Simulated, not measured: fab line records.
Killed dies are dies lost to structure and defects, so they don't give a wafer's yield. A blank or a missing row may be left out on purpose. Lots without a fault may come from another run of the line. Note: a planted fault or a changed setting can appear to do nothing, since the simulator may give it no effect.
Which of the tools did it?	flow nand_harc	11 lots, 33 wafers sampled, at 5 steps of a route of 1302

## WHAT THE GAUGES READ, wafer by wafer
NHARC_END_SORT_01. Usual: killed_at_array 55, standard deviation 17; killed_at_other 1.1, standard deviation 1.4; killed_at_periphery 3.9, standard deviation 3; killed_dies 59, standard deviation 17; killed_open 3.5, standard deviation 2; killed_short 2.6, standard deviation 1.6.
lot	measured	on	killed_at_array	killed_at_other	killed_at_periphery	killed_dies	killed_open	killed_short	flag
L297	day 26 11:11	prober-02	45 51 54	1 2 2	8 6 5	54 59 61	3 4 4	0 2 1	

## WHAT TOOL EACH LOT RAN ON (gives the tool, then ch and the chambers of the sampled wafers, and finally the start)
lot	NHARC_A_CHANNEL_HOLE_D1_ETCH_33	NHARC_A_CHANNEL_FILL_D1_CMP_10	NHARC_A_DECK1_JOINT_ETCHBACK_07	NHARC_A_DECK1_JOINT_ETCHBACK_00
L292	har_etch-01 ch 0,1, day 8 18:35	cmp-01 ch 0,3, day 10 20:34	rie_si-05 ch 2,3, day 10 21:02	rie_si-01 ch 1,2, day 11 07:40
L295	har_etch-02 ch 0,1, day 10 01:09	cmp-02 ch 0,1,2, day 12 07:26	rie_si-05 ch 0,2, day 12 07:55	rie_si-05 ch 1,3, day 12 18:36
L297	har_etch-01 ch 0,1, day 10 18:59	cmp-02 ch 0,1,3, day 12 20:38	rie_si-05 ch 0,1,2, day 12 21:08	rie_si-01 ch 0,1,2, day 13 07:55
L301	har_etch-01 ch 0,1, day 12 15:02	cmp-04 ch 0,3, day 14 20:01	rie_si-01 ch 2,3, day 14 20:30	rie_si-05 ch 0,2,3, day 15 07:05
L304	har_etch-01 ch 0,1, day 13 19:53	cmp-04 ch 0,1, day 15 21:16	rie_si-01 ch 0,1,3, day 15 21:45	rie_si-01 ch 0,1, day 16 08:20
L306	har_etch-02 ch 0,1, day 14 18:15	cmp-02 ch 0,2,3, day 16 21:12	rie_si-05 ch 0,2, day 16 21:41	rie_si-05 ch 1,3, day 17 08:21
L308	har_etch-02 ch 0,1, day 15 03:10	cmp-04 ch 2,3, day 17 03:26	rie_si-03 ch 0,2, day 17 03:56	rie_si-05 ch 1,2, day 17 14:38
L309	har_etch-01 ch 0,1, day 15 11:59	cmp-01 ch 1,2, day 17 17:21	rie_si-05 ch 0,2, day 17 17:49	rie_si-01 ch 1,3, day 18 07:05
L311	har_etch-01 ch 0,1, day 16 20:32	cmp-04 ch 0,1,3, day 19 01:11	rie_si-03 ch 0,2,3, day 19 01:41	rie_si-01 ch 0,1,3, day 19 12:11
L313	har_etch-01 ch 0,1, day 17 16:38	cmp-04 ch 0,2,3, day 19 19:49	rie_si-05 ch 1,2,3, day 19 20:19	rie_si-05 ch 0,1,3, day 20 08:16
L315	har_etch-02 ch 0,1, day 18 07:35	cmp-02 ch 0,1,2, day 20 08:20	rie_si-03 ch 1,2,3, day 20 08:51	rie_si-03 ch 0,2,3, day 20 19:42
- NHARC_A_CHANNEL_HOLE_D1_ETCH_33: etches the open film in C4F8/O2/Ar, time 90 s, target depth 400 nm.
- NHARC_A_CHANNEL_FILL_D1_CMP_10: polishes, target thk 150 nm.
- NHARC_A_DECK1_JOINT_ETCHBACK_07: etches the open film in HBr, target depth 105 nm, time 26.9 s.
- NHARC_A_DECK1_JOINT_ETCHBACK_00: etches the open film in HBr, target depth 30 nm, time 17.4 s.

## AS READ BY THE TOOLS THEMSELVES (means over the sampled wafers that have a number; for cases with no such wafer, the mark the record gives instead)
NHARC_A_CHANNEL_HOLE_D1_ETCH_33. Usual: chamber_pressure_mTorr 25.002 mTorr, standard deviation 0.026; drypump_motor_current_A 5.5 A, standard deviation 0.56; showerhead_plenum_p_Torr 3.63 Torr, standard deviation 0.1; temp_c -20.00 C, standard deviation 0.1; throttle_valve_pct 27.620 %, standard deviation 0.0081.
lot	tool	chamber_pressure_mTorr (mTorr)	drypump_motor_current_A (A)	showerhead_plenum_p_Torr (Torr)	temp_c (C)	throttle_valve_pct (%)	flag
L292	har_etch-01	25.002	5.1	3.59	-19.96	27.621	
L295	har_etch-02	25.000	6.3	3.76	-19.94	27.618	
L297	har_etch-01	24.989	5.1	3.59	-20.07	27.620	
L301	har_etch-01	25.001	5.1	3.58	-20.02	27.619	
L304	har_etch-01	25.001	5.1	3.55	-19.97	27.617	
L306	har_etch-02	25.004	6.1	3.68	-19.87	27.628	
L308	har_etch-02	24.995	6.3	3.72	-20.06	27.624	
L309	har_etch-01	25.010	5.1	3.56	-20.06	27.622	
L311	har_etch-01	24.994	5.1	3.52	-20.09	27.617	
L313	har_etch-01	24.999	5.1	3.53	-19.99	27.611	
L315	har_etch-02	25.020	6.1	3.90	-20.08	27.620	

NHARC_A_CHANNEL_FILL_D1_CMP_10. Usual: motor_current_A 12.4 A, standard deviation 1.1; time_to_endpoint_s 15.0 s, standard deviation 2.3.
lot	tool	motor_current_A (A)	time_to_endpoint_s (s)	flag
L292	cmp-01	12.3	10.6	
L295	cmp-02	12.3	16.0	
L297	cmp-02	12.4	15.9	
L301	cmp-04	12.5	14.8	
L304	cmp-04	12.8	13.2	
L306	cmp-02	12.2	14.7	
L308	cmp-04	11.9	16.3	
L309	cmp-01	11.7	13.1	
L311	cmp-04	12.9	13.2	
L313	cmp-04	12.4	13.5	
L315	cmp-02	12.0	17.1	

NHARC_A_DECK1_JOINT_ETCHBACK_07. Usual: chamber_pressure_mTorr 15.002 mTorr, standard deviation 0.012; drypump_motor_current_A 5.8 A, standard deviation 0.33; oes_product_au 0.999 a.u., standard deviation 0.0076; run_length_s 48.4 s, standard deviation 0.34; throttle_valve_pct 23.265 %, standard deviation 0.0085.
lot	tool	chamber_pressure_mTorr (mTorr)	drypump_motor_current_A (A)	oes_product_au (a.u.)	run_length_s (s)	throttle_valve_pct (%)	flag
L292	rie_si-05	15.017	6.0	0.998	48.3	23.263	
L295	rie_si-05	14.999	6.2	1.001	48.1	23.262	
L297	rie_si-05	15.001	6.1	1.007	48.2	23.254	
L301	rie_si-01	14.995	5.9	0.995	48.3	23.271	
L304	rie_si-01	14.990	5.8	0.994	48.2	23.275	
L306	rie_si-05	14.999	6.3	0.999	48.1	23.262	
L308	rie_si-03	14.993	5.8	1.001	48.1	23.264	
L309	rie_si-05	15.021	6.3	1.001	48.1	23.269	
L311	rie_si-03	15.005	5.9	0.999	48.7	23.264	
L313	rie_si-05	15.008	5.8	1.002	48.5	23.263	
L315	rie_si-03	14.988	5.6	0.996	48.5	23.256	

NHARC_A_DECK1_JOINT_ETCHBACK_00. Usual: chamber_pressure_mTorr 14.997 mTorr, standard deviation 0.013; drypump_motor_current_A 5.8 A, standard deviation 0.32; oes_product_au 0.998 a.u., standard deviation 0.007; run_length_s 38.8 s, standard deviation 0.36; throttle_valve_pct 23.265 %, standard deviation 0.0091.
lot	tool	chamber_pressure_mTorr (mTorr)	drypump_motor_current_A (A)	oes_product_au (a.u.)	run_length_s (s)	throttle_valve_pct (%)	flag
L292	rie_si-01	15.003	5.6	0.994	38.7	23.269	
L295	rie_si-05	15.001	5.6	0.999	39.0	23.269	
L297	rie_si-01	14.999	5.5	0.992	38.7	23.256	
L301	rie_si-05	15.000	6.0	0.998	38.9	23.266	
L304	rie_si-01	14.979	5.6	0.996	38.7	23.270	
L306	rie_si-05	14.998	5.6	0.992	35.0	23.277	OFF
L308	rie_si-05	15.006	5.9	0.997	37.1	23.261	OFF
L309	rie_si-01	14.991	6.0	1.005	38.5	23.259	
L311	rie_si-01	14.995	5.9	0.996	38.9	23.262	
L313	rie_si-05	15.012	5.9	1.007	38.8	23.263	
L315	rie_si-03	14.994	5.9	0.998	39.1	23.270	

## THE ANSWER, worked out from the rows above alone
Rule: lot off if the mean of its wafers having a number is beyond 3 standard deviations from the usual mean. Also off: a lot with no number at a reading for which 4 or more lots have one. Where the step has rows for the other lots, those lots are counted as sound. Order of review: gauges by route order, followed by the tools' own readings, for which a lot's mean as printed above is used. The first step at which some lot is off is used, and at that step the reading that is off furthest; a lot without a number counts as furthest.
Off, at NHARC_A_DECK1_JOINT_ETCHBACK_00 on run_length_s: L306, L308.
A tool fits if, at that step or a process step before it, it ran every lot that is off, and no sound lot after the first of them. Not one of the candidates tried fits.

## WHAT THE SIMULATOR HAD PUT IN
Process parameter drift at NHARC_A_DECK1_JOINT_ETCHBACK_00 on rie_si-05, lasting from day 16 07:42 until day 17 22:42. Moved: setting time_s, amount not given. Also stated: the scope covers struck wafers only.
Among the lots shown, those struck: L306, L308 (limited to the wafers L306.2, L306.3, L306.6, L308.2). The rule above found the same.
